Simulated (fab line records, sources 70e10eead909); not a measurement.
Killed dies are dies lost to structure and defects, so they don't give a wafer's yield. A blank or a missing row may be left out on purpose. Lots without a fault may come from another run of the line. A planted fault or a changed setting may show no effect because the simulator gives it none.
A sampling plan put to the test | flow nand_harc | one fab line, 38 faults that these records tell of, each judged on the records of the lots that it struck
The plan is the line's own looks: the steps of the route at which a gauge or an inspection reads the wafer and doesn't change it. A look can be judged if struck wafers have a number there and the file gives its usual mean and standard deviation on fault-free wafers. Caught: at a look after the fault's first step, the mean of the struck wafers lies 4 or more of those standard deviations (sigma) from the usual mean. On the tool: the same test on the tool's own readings at the fault's steps. Another recipe on the struck wafers, or a record that is blank for them alone, also counts as caught.

THE FAULTS, as the simulator had put them in
1. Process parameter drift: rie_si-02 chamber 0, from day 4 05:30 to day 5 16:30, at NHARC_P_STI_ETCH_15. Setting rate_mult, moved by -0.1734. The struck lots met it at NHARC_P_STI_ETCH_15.
2. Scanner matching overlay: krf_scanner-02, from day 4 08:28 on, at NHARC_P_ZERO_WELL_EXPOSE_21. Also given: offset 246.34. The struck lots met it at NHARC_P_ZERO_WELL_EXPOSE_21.
3. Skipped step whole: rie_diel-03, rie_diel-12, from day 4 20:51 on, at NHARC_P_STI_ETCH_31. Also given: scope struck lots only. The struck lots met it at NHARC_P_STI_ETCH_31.
4. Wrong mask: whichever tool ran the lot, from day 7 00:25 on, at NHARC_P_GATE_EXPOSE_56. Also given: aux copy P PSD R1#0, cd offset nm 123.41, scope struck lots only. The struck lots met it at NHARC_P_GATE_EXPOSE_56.
5. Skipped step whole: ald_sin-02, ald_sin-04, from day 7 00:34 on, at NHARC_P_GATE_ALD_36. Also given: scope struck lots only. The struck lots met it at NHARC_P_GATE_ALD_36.
6. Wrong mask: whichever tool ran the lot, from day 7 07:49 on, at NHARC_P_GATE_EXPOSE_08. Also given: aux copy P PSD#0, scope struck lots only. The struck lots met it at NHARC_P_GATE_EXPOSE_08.
7. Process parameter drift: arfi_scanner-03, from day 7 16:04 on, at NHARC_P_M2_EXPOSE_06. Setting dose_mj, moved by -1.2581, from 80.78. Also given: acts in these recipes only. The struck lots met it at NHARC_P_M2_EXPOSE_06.
8. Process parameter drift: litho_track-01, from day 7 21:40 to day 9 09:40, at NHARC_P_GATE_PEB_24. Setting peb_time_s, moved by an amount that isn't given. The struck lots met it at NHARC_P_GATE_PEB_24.
9. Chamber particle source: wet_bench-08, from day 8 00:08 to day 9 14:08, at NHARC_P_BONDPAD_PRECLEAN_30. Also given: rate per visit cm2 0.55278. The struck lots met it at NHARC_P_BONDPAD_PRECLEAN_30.
10. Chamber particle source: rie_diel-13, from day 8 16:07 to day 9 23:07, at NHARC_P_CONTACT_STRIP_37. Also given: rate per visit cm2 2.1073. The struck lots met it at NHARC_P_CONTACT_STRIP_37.
11. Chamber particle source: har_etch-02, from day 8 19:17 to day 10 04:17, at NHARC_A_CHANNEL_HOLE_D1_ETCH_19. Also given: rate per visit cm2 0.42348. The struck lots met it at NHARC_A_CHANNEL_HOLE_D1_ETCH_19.
12. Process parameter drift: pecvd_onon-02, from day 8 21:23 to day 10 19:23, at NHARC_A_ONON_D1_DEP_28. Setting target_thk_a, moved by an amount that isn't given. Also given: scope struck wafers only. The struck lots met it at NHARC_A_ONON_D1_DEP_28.
13. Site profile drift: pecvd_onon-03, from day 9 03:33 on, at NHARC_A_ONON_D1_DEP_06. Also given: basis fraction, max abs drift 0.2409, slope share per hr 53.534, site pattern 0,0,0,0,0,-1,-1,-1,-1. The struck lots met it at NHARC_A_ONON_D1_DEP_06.
14. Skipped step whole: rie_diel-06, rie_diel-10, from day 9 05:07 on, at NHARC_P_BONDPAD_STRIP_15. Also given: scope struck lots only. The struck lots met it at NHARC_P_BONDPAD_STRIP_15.
15. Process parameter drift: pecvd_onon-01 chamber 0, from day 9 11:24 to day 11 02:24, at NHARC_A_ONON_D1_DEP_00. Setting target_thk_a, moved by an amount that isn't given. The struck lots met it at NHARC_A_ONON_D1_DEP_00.
16. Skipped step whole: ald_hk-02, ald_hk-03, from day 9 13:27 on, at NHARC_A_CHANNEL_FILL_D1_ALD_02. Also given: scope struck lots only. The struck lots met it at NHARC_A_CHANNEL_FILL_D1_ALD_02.
17. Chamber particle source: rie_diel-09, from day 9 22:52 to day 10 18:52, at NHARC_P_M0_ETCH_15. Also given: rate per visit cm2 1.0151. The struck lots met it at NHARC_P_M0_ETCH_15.
18. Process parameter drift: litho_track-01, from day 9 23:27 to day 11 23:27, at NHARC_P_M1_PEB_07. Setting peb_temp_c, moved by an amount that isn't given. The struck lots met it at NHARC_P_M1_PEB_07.
19. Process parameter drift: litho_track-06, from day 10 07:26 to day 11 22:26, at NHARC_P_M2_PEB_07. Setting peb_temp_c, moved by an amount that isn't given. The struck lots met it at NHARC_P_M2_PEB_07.
20. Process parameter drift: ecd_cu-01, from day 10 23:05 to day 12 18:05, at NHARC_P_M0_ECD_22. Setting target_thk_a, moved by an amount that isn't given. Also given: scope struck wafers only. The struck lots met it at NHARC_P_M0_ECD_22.
21. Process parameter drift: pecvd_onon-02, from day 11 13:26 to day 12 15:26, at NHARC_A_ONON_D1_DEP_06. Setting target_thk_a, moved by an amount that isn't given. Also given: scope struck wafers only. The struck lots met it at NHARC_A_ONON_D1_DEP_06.
22. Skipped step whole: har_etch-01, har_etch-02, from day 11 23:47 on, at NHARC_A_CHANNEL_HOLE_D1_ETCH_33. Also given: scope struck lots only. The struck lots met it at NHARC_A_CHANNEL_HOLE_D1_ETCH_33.
23. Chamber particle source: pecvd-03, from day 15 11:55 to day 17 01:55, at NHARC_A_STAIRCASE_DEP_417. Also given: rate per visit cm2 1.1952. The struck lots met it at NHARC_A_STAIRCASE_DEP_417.
24. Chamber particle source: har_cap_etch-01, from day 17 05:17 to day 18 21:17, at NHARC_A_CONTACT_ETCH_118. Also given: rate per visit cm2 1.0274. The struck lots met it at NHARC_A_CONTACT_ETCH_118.
25. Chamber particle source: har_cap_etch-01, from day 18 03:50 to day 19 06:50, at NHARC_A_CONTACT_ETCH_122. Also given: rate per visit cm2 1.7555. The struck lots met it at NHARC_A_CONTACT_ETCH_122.
26. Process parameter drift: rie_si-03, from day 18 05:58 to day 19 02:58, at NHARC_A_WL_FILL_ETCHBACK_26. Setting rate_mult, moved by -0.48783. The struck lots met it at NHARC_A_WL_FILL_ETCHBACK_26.
27. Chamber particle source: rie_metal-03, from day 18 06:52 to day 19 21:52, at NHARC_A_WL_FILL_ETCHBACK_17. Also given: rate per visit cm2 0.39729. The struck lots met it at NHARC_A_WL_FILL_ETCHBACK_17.
28. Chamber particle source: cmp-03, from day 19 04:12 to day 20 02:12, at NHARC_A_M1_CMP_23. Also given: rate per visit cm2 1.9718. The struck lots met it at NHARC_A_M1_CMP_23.
29. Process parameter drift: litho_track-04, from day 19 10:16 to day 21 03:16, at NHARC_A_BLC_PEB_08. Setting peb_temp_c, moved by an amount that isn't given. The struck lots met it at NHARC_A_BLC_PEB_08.
30. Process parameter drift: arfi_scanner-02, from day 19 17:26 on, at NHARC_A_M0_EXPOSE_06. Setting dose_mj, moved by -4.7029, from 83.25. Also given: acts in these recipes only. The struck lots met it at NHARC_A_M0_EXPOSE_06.
31. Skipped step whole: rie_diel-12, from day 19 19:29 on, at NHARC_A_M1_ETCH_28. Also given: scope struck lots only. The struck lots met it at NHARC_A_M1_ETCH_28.
32. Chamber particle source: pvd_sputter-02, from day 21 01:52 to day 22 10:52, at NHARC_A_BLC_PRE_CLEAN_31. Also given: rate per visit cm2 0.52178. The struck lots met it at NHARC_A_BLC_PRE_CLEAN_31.
33. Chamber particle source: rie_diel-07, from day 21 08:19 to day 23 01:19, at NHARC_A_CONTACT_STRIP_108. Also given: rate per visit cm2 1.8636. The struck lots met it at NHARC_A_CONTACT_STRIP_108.
34. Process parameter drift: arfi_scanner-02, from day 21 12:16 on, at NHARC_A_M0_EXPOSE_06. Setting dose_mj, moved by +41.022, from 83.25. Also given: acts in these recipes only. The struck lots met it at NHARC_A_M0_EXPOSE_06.
35. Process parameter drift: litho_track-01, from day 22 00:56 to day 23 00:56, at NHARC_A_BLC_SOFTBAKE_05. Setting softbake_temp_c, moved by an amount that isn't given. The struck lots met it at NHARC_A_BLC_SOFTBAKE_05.
36. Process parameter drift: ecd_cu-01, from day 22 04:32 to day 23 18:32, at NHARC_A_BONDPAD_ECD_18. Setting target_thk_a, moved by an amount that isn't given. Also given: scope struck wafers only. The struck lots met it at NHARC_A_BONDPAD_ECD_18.
37. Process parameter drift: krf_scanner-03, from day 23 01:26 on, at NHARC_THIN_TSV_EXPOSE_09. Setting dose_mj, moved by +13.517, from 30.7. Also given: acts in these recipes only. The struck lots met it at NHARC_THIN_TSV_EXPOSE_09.
38. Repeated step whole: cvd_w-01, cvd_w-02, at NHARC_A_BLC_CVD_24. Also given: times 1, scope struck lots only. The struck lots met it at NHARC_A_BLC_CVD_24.

WHAT THE PLAN SAW
fault | on the tool itself                               | first look that catches it                      | reading, sigma                    | median hours from its first step to that look | hours from the fault's start to the first struck lot there | judged looks passed uncaught
1     | oes_product_au -12 sigma                         | NHARC_P_STI_OCD_MEAS_17                         | trench_depth_nm -14               | 0.2                                           | 32                                                         | 0
2     | no reading that can be judged                    | NHARC_END_SORT_01                               | killed_at_periphery +99 or beyond | 424.8                                         | 436                                                        | 1
3     | the tool's record is blank for the struck wafers | NHARC_END_SORT_01                               | killed_at_periphery +99 or beyond | 411.3                                         | 416                                                        | 1
4     | no reading that can be judged                    | NHARC_P_GATE_CD_MEAS_59                         | cd_nm +99 or beyond               | 0.2                                           | 2                                                          | 0
5     | the tool's record is blank for the struck wafers | NHARC_END_SORT_01                               | killed_at_periphery +99 or beyond | 356.9                                         | 364                                                        | 0
6     | under 2 sigma                                    | NHARC_END_SORT_01                               | killed_at_periphery +99 or beyond | 367.1                                         | 367                                                        | 0
7     | exposure_dose_mJ_cm2 -14 sigma                   | none of the 5 looks that can be judged after it | -                                 | -                                             | -                                                          | 5
8     | no reading that can be judged                    | NHARC_P_GATE_CD_MEAS_26                         | cd_nm -12                         | 0.1                                           | 0                                                          | 0
9     | no reading that can be judged                    | NHARC_END_SORT_01                               | killed_at_periphery +26           | 323.2                                         | 325                                                        | 0
10    | no reading that can be judged                    | NHARC_END_SORT_01                               | killed_at_periphery +22           | 328.3                                         | 341                                                        | 0
11    | under 2 sigma                                    | NHARC_A_CHANNEL_HOLE_D1_INSPECT_40              | raw_defect_count +16              | 5.7                                           | 9                                                          | 0
12    | under 2 sigma                                    | NHARC_A_ONON_D1_THK_MEAS_30                     | thk_nm +97                        | 0.5                                           | 14                                                         | 0
13    | under 2 sigma                                    | NHARC_A_ONON_D1_THK_MEAS_08                     | thk_nm -11                        | 0.5                                           | 4                                                          | 0
14    | the tool's record is blank for the struck wafers | NHARC_END_SORT_01                               | killed_at_periphery +99 or beyond | 308.1                                         | 319                                                        | 0
15    | no reading that can be judged                    | NHARC_A_ONON_D1_THK_MEAS_02                     | thk_nm +52                        | 0.5                                           | 13                                                         | 0
16    | the tool's record is blank for the struck wafers | NHARC_END_SORT_01                               | killed_dies +58                   | 276.3                                         | 280                                                        | 0
17    | under 2 sigma                                    | NHARC_END_SORT_01                               | killed_at_periphery +36           | 324.5                                         | 325                                                        | 0
18    | plate_temp_C +99 or beyond sigma                 | NHARC_P_M1_CD_MEAS_09                           | cd_nm +60                         | 0.1                                           | 3                                                          | 0
19    | plate_temp_C +43 sigma                           | NHARC_P_M2_CD_MEAS_09                           | cd_nm +34                         | 0.1                                           | 1                                                          | 0
20    | no reading that can be judged                    | not the one look that can be judged after it    | -                                 | -                                             | -                                                          | 1
21    | no reading that can be judged                    | NHARC_A_ONON_D1_THK_MEAS_08                     | thk_nm -30                        | 0.5                                           | 2                                                          | 0
22    | the tool's record is blank for the struck wafers | NHARC_END_SORT_01                               | killed_at_array +58               | 256.4                                         | 261                                                        | 0
23    | under 2 sigma                                    | NHARC_END_SORT_01                               | killed_at_array +6.5              | 178.1                                         | 183                                                        | 0
24    | no reading that can be judged                    | NHARC_END_SORT_01                               | killed_dies +5.3                  | 87.4                                          | 104                                                        | 1
25    | no reading that can be judged                    | NHARC_END_SORT_01                               | killed_at_array +6.9              | 80.3                                          | 91                                                         | 1
26    | oes_product_au -38 sigma                         | NHARC_END_SORT_01                               | killed_dies +57                   | 94.3                                          | 95                                                         | 0
27    | under 2 sigma                                    | NHARC_END_SORT_01                               | killed_at_array +6.1              | 91.5                                          | 101                                                        | 0
28    | under 2 sigma                                    | NHARC_A_M1_INSPECT_27                           | raw_defect_count +10              | 0.5                                           | 7                                                          | 0
29    | plate_temp_C -6.3 sigma                          | NHARC_A_BLC_CD_MEAS_10                          | cd_nm -6.4                        | 0.1                                           | 1                                                          | 0
30    | exposure_dose_mJ_cm2 -39 sigma                   | NHARC_A_M0_CD_MEAS_09                           | cd_nm -5.6                        | 0.1                                           | 14                                                         | 0
31    | the tool's record is blank for the struck wafers | NHARC_END_SORT_01                               | sort_bin_2_pct +99 or beyond      | 43.1                                          | 51                                                         | 0
32    | under 2 sigma                                    | NHARC_END_SORT_01                               | killed_dies +5.0                  | 47.1                                          | 50                                                         | 1
33    | no reading that can be judged                    | NHARC_END_SORT_01                               | killed_dies +7.9                  | 54.3                                          | 59                                                         | 1
34    | exposure_dose_mJ_cm2 +99 or beyond sigma         | NHARC_A_M0_CD_MEAS_09                           | cd_nm +47                         | 0.1                                           | 1                                                          | 0
35    | heater_power_total_W -99 or beyond sigma         | none of the 3 looks that can be judged after it | -                                 | -                                             | -                                                          | 3
36    | under 2 sigma                                    | NHARC_END_SORT_01                               | sort_bin_2_pct +99 or beyond      | 32.7                                          | 39                                                         | 0
37    | exposure_dose_mJ_cm2 +99 or beyond sigma         | NHARC_THIN_TSV_CD_MEAS_12                       | cd_nm +6.5                        | 0.2                                           | 3                                                          | 0
38    | under 2 sigma                                    | no look after it can be judged                  | -                                 | -                                             | -                                                          | 0
A dash: the fault isn't caught, or these records don't give the number.

Caught at a look: 34 of 38. Caught on the tool: 16 of 38. By one or the other: 36 of 38.
Caught on the tool alone: faults 7, 35.
Caught at a look alone: faults 2, 4, 6, 8, 9, 10, 11, 12, 13, 15, 17, 21, 23, 24, 25, 27, 28, 32, 33, 36.
Caught by neither: faults 20, 38.

THINNER SAMPLING
If the look that catches a fault measured only every second or every third lot, by lot number, the first struck lot would be measured this late in the worst case:
fault | struck lots at that look, in order of time | every lot | every second lot | every third lot
1     | L749                                       | 32 h      | may miss it      | may miss it
2     | L643, L642, L650                           | 436 h     | 437 h            | 467 h
3     | L347, L346                                 | 416 h     | 416 h            | may miss all 2
4     | L205                                       | 2 h       | may miss it      | may miss it
5     | L374, L373                                 | 364 h     | 365 h            | may miss all 2
6     | L886                                       | 367 h     | may miss it      | may miss it
8     | L817, L818                                 | 0 h       | 9 h              | may miss all 2
9     | L890, L892                                 | 325 h     | may miss all 2   | may miss all 2
10    | L578, L580                                 | 341 h     | may miss all 2   | may miss all 2
11    | L225, L227, L230                           | 9 h       | 38 h             | may miss all 3
12    | L292, L297                                 | 14 h      | 40 h             | may miss all 2
13    | L871, L873, L875                           | 4 h       | may miss all 3   | 22 h
14    | L882, L881, L883                           | 319 h     | 320 h            | 328 h
15    | L223, L225                                 | 13 h      | may miss all 2   | may miss all 2
16    | L520, L519                                 | 280 h     | 287 h            | may miss all 2
17    | L944, L945                                 | 325 h     | 333 h            | may miss all 2
18    | L790, L792, L793                           | 3 h       | 13 h             | may miss all 3
19    | L973, L978                                 | 1 h       | 31 h             | may miss all 2
21    | L112, L115                                 | 2 h       | 14 h             | may miss all 2
22    | L988, L990, L989                           | 261 h     | 276 h            | 276 h
23    | L500, L499                                 | 183 h     | 192 h            | may miss all 2
24    | L970, L973                                 | 104 h     | 113 h            | may miss all 2
25    | L106, L111                                 | 91 h      | 104 h            | may miss all 2
26    | L391, L392                                 | 95 h      | 103 h            | may miss all 2
27    | L890, L891                                 | 101 h     | 110 h            | may miss all 2
28    | L218, L221                                 | 7 h       | 12 h             | may miss all 2
29    | L851, L853                                 | 1 h       | may miss all 2   | may miss all 2
30    | L192, L195, L196                           | 14 h      | 33 h             | may miss all 3
31    | L592, L595, L594                           | 51 h      | 57 h             | may miss all 3
32    | L321, L322                                 | 50 h      | 58 h             | may miss all 2
33    | L381, L382                                 | 59 h      | 60 h             | may miss all 2
34    | L390, L388                                 | 1 h       | may miss all 2   | may miss all 2
36    | L526, L528                                 | 39 h      | may miss all 2   | may miss all 2
37    | L848, L849                                 | 3 h       | 34 h             | may miss all 2
Hours are from the fault's start to the first struck lot that is measured. The limit of 4 sigma was tested on all struck wafers together, so one lot alone may lie under it. Other struck lots may not be in these records.

THE LONGEST TIMED WAY FROM STEP TO LOOK
Fault 2: a median of 424.8 hours passes between NHARC_P_ZERO_WELL_EXPOSE_21 and NHARC_END_SORT_01. The look between them that can be judged stayed within 4 sigma: NHARC_THIN_TSV_CD_MEAS_33.
